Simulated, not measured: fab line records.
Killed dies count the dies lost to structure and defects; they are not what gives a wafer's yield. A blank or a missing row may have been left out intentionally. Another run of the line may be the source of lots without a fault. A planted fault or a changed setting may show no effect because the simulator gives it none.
The tool behind it: which one?    flow n5Finfet    11 lots, 29 wafers sampled, at 2 steps of a route of 1938

WHAT THE GAUGES READ, wafer by wafer
N5_PASSIVATION_CD_MEAS_10: the cd target is 3000 nm.
lot   measured      on        cdNm (nm)
L822  day 11 01:16  cdSem-01  2996.6 3002.0 3000.6
L823  day 11 23:53  cdSem-01  2997.8 2996.9 2996.0
L828  day 13 16:34  cdSem-02  3002.9 3000.1 3000.3
L827  day 13 13:11  cdSem-01  3001.4 3001.1 2999.9
L831  day 14 04:31  cdSem-03  3000.1 2998.2
L833  day 14 19:32  cdSem-01  3002.6 3002.4
L835  day 15 10:33  cdSem-02  2999.7 2999.9 2999.0
L840  day 16 10:11  cdSem-02  2998.6 2998.5
L841  day 16 14:24  cdSem-02  2997.7 3003.0 2997.9
L843  day 17 07:17  cdSem-03  3002.0 3002.6
L844  day 17 22:48  cdSem-03  3001.7 2996.5 3000.1

TOOL THAT RAN EACH LOT (tool first, then ch and the chambers of the sampled wafers, then the start)
lot   N5_BEOL_M12_TRENCH_ETCH_34
L822  rieDiel-02 ch 1,2,3, day 9 23:52
L823  rieDiel-02 ch 1,2,3, day 10 18:25
L828  rieDiel-01 ch 1,3, day 11 21:19
L827  rieDiel-01 ch 1,2,3, day 11 21:48
L831  rieDiel-06 ch 1,2, day 12 16:50
L833  rieDiel-06 ch 0,1, day 13 01:44
L835  rieDiel-06 ch 1,2,3, day 14 00:03
L840  rieDiel-02 ch 0,2, day 15 05:51
L841  rieDiel-06 ch 0,3, day 15 08:37
L843  rieDiel-02 ch 2, day 16 04:44
L844  rieDiel-06 ch 0,2, day 16 15:13
- N5_BEOL_M12_TRENCH_ETCH_34: etches SiOC in C4F8/O2/Ar, target depth 318.95 nm, time 125.5 s.

THE ANSWER, worked out from the rows above alone
Rule: the usual values come from the lots themselves. The widest of any qualifying gaps counts: lots, ordered by their means at a reading, are off when they make up no more than a third of the lots, leave a main group of 4 or more, and stand apart from it by 3 or more times the standard deviation of that group's means. Not used: any main group whose means are identical at the precision the tables above print for the reading. A lot without any number at a reading at which 4 lots or more have one is off too. Where the step has rows for the other lots, those lots are counted as sound.
No lot is off on any of the readings shown, so nothing can be concluded from this.

WHAT THE SIMULATOR HAD INSERTED
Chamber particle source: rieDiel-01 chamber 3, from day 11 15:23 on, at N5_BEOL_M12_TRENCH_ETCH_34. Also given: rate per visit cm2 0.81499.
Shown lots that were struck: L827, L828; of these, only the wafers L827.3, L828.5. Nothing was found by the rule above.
